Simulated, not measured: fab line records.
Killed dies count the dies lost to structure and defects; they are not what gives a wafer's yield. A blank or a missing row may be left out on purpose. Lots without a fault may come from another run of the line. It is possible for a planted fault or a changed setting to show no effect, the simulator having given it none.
Struck lot and sound lot, side by side -- flow nand_harc -- 21 steps out of a route of 1159
Sound: the wafers L662.1, L662.5, L662.6. The struck wafers were L675.1, L675.3, L675.5. At the end, the cause is stated.
At each step with rows: each side's tool, then ch and its chambers, then its first start. Under that, the readings that differ: sound wafers -- struck wafers -- difference of the means -- sigmas: that difference in standard deviations of wafers without a fault.
alike: readings whose means differ by less than 2 such deviations, and words and numbers that are the same on both sides. not compared: withheld readings, readings that some wafer has no value for, bounds like >300 that may hide the same value, and numbers for which the record gives no deviation and whose values overlap.
Wherever a step has rows on one side only, a row that says differs or no value, or a row with sigmas, the two part there. Numbers that don't overlap but have no deviation are shown without sigmas and don't part them. A reading missing from all wafers of one side parts the sides only when that side holds two or more wafers.

NHARC_P_CONTACT_CMP_24: polishes, t overpolish 30 s, target thk 200 nm.
  sound on cmp-04 ch 2,3, day 6 13:22; struck on cmp-01 ch 0,2, day 9 16:38
  alike: edge_zone_pressure_frac, motor_current_A, overpolish_run_s, time_to_endpoint_s
following that, these wafers have no rows for 1 step: NHARC_P_CONTACT_SRD_26.
NHARC_P_CONTACT_INSPECT_27:
  sound on defect_inspect-02 at day 6 13:46; struck on defect_inspect-02 at day 9 17:00
  alike: raw_defect_count
then, 8 steps without rows for these wafers: NHARC_P_M0_DEP_00 (deposits SiOC, target thk 150 nm); NHARC_P_M0_DEHYDRATE_01 (time 120 s); NHARC_P_M0_HMDS_02 (time 30 s); NHARC_P_M0_COAT_33 (time 65 s); NHARC_P_M0_COAT_03 (resist thk 90 nm); NHARC_P_M0_SOFTBAKE_04 (time 55 s); NHARC_P_M0_EBR_05; NHARC_P_M0_EXPOSE_06 (exposes mask P M0, target cd 90 nm).
NHARC_P_M0_PEB_07: peb time 65 s.
  sound on litho_track-04 ch 0, day 6 14:37; struck on litho_track-01 ch 0, day 9 17:50
reading,sound,struck,difference,sigmas
heater_power_total_W (W),156.0 155.9 157.1,161.2 161.0 161.1,+4.8,+11
plate_temp_C (C),100.02 99.99 100.02,102.58 102.57 102.58,+2.57,+20
then, 1 step without rows for these wafers: NHARC_P_M0_DEVELOP_08 (develop time 35 s).
NHARC_P_M0_CD_MEAS_09: the cd target is 90 nm.
  sound on cd_sem-03 ch 0, day 6 14:42; struck on cd_sem-02 ch 0, day 9 17:55
reading,sound,struck,difference,sigmas
cd_nm (nm),90.2 90.0 90.1,99.3 98.2 98.4,+8.5,+13
NHARC_P_M0_OVL_MEAS_10: pitch 180 nm.
  sound on overlay-01 at day 6 14:47; struck on overlay-01 at day 9 18:00
  alike: overlay_x_nm, overlay_y_nm
NHARC_P_M0_INSPECT_11:
  sound on defect_inspect-02 at day 6 14:50; struck on defect_inspect-02 at day 9 18:02
  alike: raw_defect_count
NHARC_P_M0_DESCUM_14: chemistry O2, time 3 s.
  sound on rie_diel-02 ch 0,1,3, day 6 14:55; struck on rie_diel-07 ch 0,2,3, day 9 18:05
reading,sound,struck,difference,sigmas
model.P_M0.cd_nm (nm),89.89 90.11 89.62,99.38 98.48 98.5,+8.91,
  alike: drypump_motor_current_A, oes_product_au, rf_vpp_V, showerhead_plenum_p_Torr, throttle_valve_pct
  not compared: rf_hours_counter_h
NHARC_P_M0_ETCH_34: etches the open film in N2/H2, target depth 40 nm, overetch 12 nm, time 43.94 s.
  sound on rie_diel-02 ch 1,2, day 6 14:59; struck on rie_diel-07 ch 0,2, day 9 18:11
  alike: drypump_motor_current_A, oes_product_au, rf_vpp_V, showerhead_plenum_p_Torr, throttle_valve_pct
  not compared: rf_hours_counter_h
NHARC_P_M0_ETCH_15: etches the open film in C4F8/Ar, target depth 150 nm, overetch 15 nm, time 82.5 s.
  sound: rie_diel-02 ch 0,3; struck: rie_diel-07 ch 0,2,3
reading,sound,struck,difference,sigmas
model.P_M0.cd_nm (nm),88.82 89.4 88.75,99.19 98.75 98.88,+9.95,
  alike: oes_product_au, rf_vpp_V
  not compared: rf_hours_counter_h
NHARC_P_M0_CD_MEAS_16:
  sound on cd_sem-03 at day 6 15:11; struck on cd_sem-03 at day 9 18:23
reading,sound,struck,difference,sigmas
cd_nm (nm),89.1 89.5 88.9,98.8 98.9 98.7,+9.6,+11
following that, these wafers have no rows for 1 step: NHARC_END_SORT_01.

## WHERE THEY PART
First at NHARC_P_M0_PEB_07; last, within this record, at NHARC_P_M0_CD_MEAS_16.

WHY: whatever the simulator had introduced
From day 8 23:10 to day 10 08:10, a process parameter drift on litho_track-01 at NHARC_P_M0_PEB_07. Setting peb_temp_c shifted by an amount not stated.
